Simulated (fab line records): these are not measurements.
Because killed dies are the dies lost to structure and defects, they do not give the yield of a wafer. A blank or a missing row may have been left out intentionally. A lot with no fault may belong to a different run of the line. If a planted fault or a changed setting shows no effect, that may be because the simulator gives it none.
Chamber matching :: flow n5_finfet :: N5_BEOL_M6_ETCH_66 on rie_diel-01 has 4 sister chambers
The step etches SOC in N2/H2, target depth 80 nm, overetch 16 nm, time 120 s. 18 wafers are shown with their chamber, then 9 later ones without.

## WAFERS PAIRED WITH THEIR CHAMBERS
wafer: L074.2
chamber: 2
drypump_motor_current_A (A): 5.9
throttle_valve_pct (%): 18.31
oes_product_au (a.u.): 0.53

wafer: L074.3
chamber: 3
drypump_motor_current_A (A): 5.5
throttle_valve_pct (%): 17.92
oes_product_au (a.u.): 0.65

wafer: L074.4
chamber: 0
drypump_motor_current_A (A): 5.1
throttle_valve_pct (%): 17.89
oes_product_au (a.u.): 0.66

wafer: L076.3
chamber: 3
drypump_motor_current_A (A): 5.5
throttle_valve_pct (%): 17.91
oes_product_au (a.u.): 0.65

wafer: L076.4
chamber: 3
drypump_motor_current_A (A): 5.5
throttle_valve_pct (%): 17.92
oes_product_au (a.u.): 0.64

wafer: L076.6
chamber: 1
drypump_motor_current_A (A): 5.6
throttle_valve_pct (%): 18.35
oes_product_au (a.u.): 0.56

wafer: L075.1
chamber: 3
drypump_motor_current_A (A): 5.5
throttle_valve_pct (%): 17.91
oes_product_au (a.u.): 0.65

wafer: L075.5
chamber: 1
drypump_motor_current_A (A): 5.6
throttle_valve_pct (%): 18.33
oes_product_au (a.u.): 0.56

wafer: L075.6
chamber: 2
drypump_motor_current_A (A): 5.9
throttle_valve_pct (%): 18.32
oes_product_au (a.u.): 0.52

wafer: L079.2
chamber: 3
drypump_motor_current_A (A): 5.5
throttle_valve_pct (%): 17.95
oes_product_au (a.u.): 0.63

wafer: L079.4
chamber: 2
drypump_motor_current_A (A): 5.8
throttle_valve_pct (%): 17.92
oes_product_au (a.u.): 0.76

wafer: L079.6
chamber: 0
drypump_motor_current_A (A): 5.1
throttle_valve_pct (%): 17.89
oes_product_au (a.u.): 0.65

wafer: L083.1
chamber: 3
drypump_motor_current_A (A): 5.5
throttle_valve_pct (%): 17.94
oes_product_au (a.u.): 0.64

wafer: L083.3
chamber: 2
drypump_motor_current_A (A): 5.9
throttle_valve_pct (%): 17.94
oes_product_au (a.u.): 0.72

wafer: L083.5
chamber: 0
drypump_motor_current_A (A): 5.1
throttle_valve_pct (%): 17.91
oes_product_au (a.u.): 0.64

wafer: L090.3
chamber: 1
drypump_motor_current_A (A): 5.6
throttle_valve_pct (%): 18.41
oes_product_au (a.u.): 0.54

wafer: L090.5
chamber: 2
drypump_motor_current_A (A): 5.9
throttle_valve_pct (%): 17.98
oes_product_au (a.u.): 0.69

wafer: L090.6
chamber: 1
drypump_motor_current_A (A): 5.6
throttle_valve_pct (%): 18.44
oes_product_au (a.u.): 0.54

SIGNATURES, as means of the wafers listed above
reading: drypump_motor_current_A
chamber 0: 5.100
chamber 1: 5.600
chamber 2: 5.880
chamber 3: 5.500
scatter within a chamber: 0.0239

reading: throttle_valve_pct
chamber 0: 17.8967
chamber 1: 18.3825
chamber 2: 18.0940
chamber 3: 17.9250
scatter within a chamber: 0.112

reading: oes_product_au
chamber 0: 0.6500
chamber 1: 0.5500
chamber 2: 0.6440
chamber 3: 0.6433
scatter within a chamber: 0.0602
Rule: distance of a wafer from a chamber = root of the sum over the readings of ((wafer's reading minus chamber's mean) / reading's scatter) squared. If the next closest chamber is less than 2 further off than the closest, the wafer can't be placed; otherwise it belongs to the closest. The scatter: take each reading less its chamber's mean, square it, sum over the shown wafers, divide by the number of wafers less the number of chambers, and take the root.

## WAFERS WHOSE CHAMBER IS MISSING
wafer: L092.3
drypump_motor_current_A (A): 5.5
throttle_valve_pct (%): 17.98
oes_product_au (a.u.): 0.61

wafer: L092.4
drypump_motor_current_A (A): 5.6
throttle_valve_pct (%): 18.41
oes_product_au (a.u.): 0.55

wafer: L092.5
drypump_motor_current_A (A): 5.6
throttle_valve_pct (%): 18.43
oes_product_au (a.u.): 0.54

wafer: L089.2
drypump_motor_current_A (A): 5.5
throttle_valve_pct (%): 17.97
oes_product_au (a.u.): 0.61

wafer: L089.4
drypump_motor_current_A (A): 5.8
throttle_valve_pct (%): 17.97
oes_product_au (a.u.): 0.68

wafer: L089.6
drypump_motor_current_A (A): 5.6
throttle_valve_pct (%): 17.98
oes_product_au (a.u.): 0.61

wafer: L091.1
drypump_motor_current_A (A): 5.2
throttle_valve_pct (%): 17.95
oes_product_au (a.u.): 0.62

wafer: L091.2
drypump_motor_current_A (A): 5.9
throttle_valve_pct (%): 17.96
oes_product_au (a.u.): 0.68

wafer: L091.6
drypump_motor_current_A (A): 5.5
throttle_valve_pct (%): 17.97
oes_product_au (a.u.): 0.62

## WHICH CHAMBER EACH WENT THROUGH
wafer: L092.3
from the rows above: 3
in truth: 3

wafer: L092.4
from the rows above: 1
in truth: 1

wafer: L092.5
from the rows above: 1
in truth: 1

wafer: L089.2
from the rows above: 3
in truth: 3

wafer: L089.4
from the rows above: 2
in truth: 2

wafer: L089.6
from the rows above: can't be placed: 1 or 3
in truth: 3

wafer: L091.1
from the rows above: 0
in truth: 0

wafer: L091.2
from the rows above: 2
in truth: 2

wafer: L091.6
from the rows above: 3
in truth: 3
Correctly placed: 8 of 9. From these rows, 1 cannot be placed; in 1 the true chamber is one of the candidates. Placed wrongly: 0.
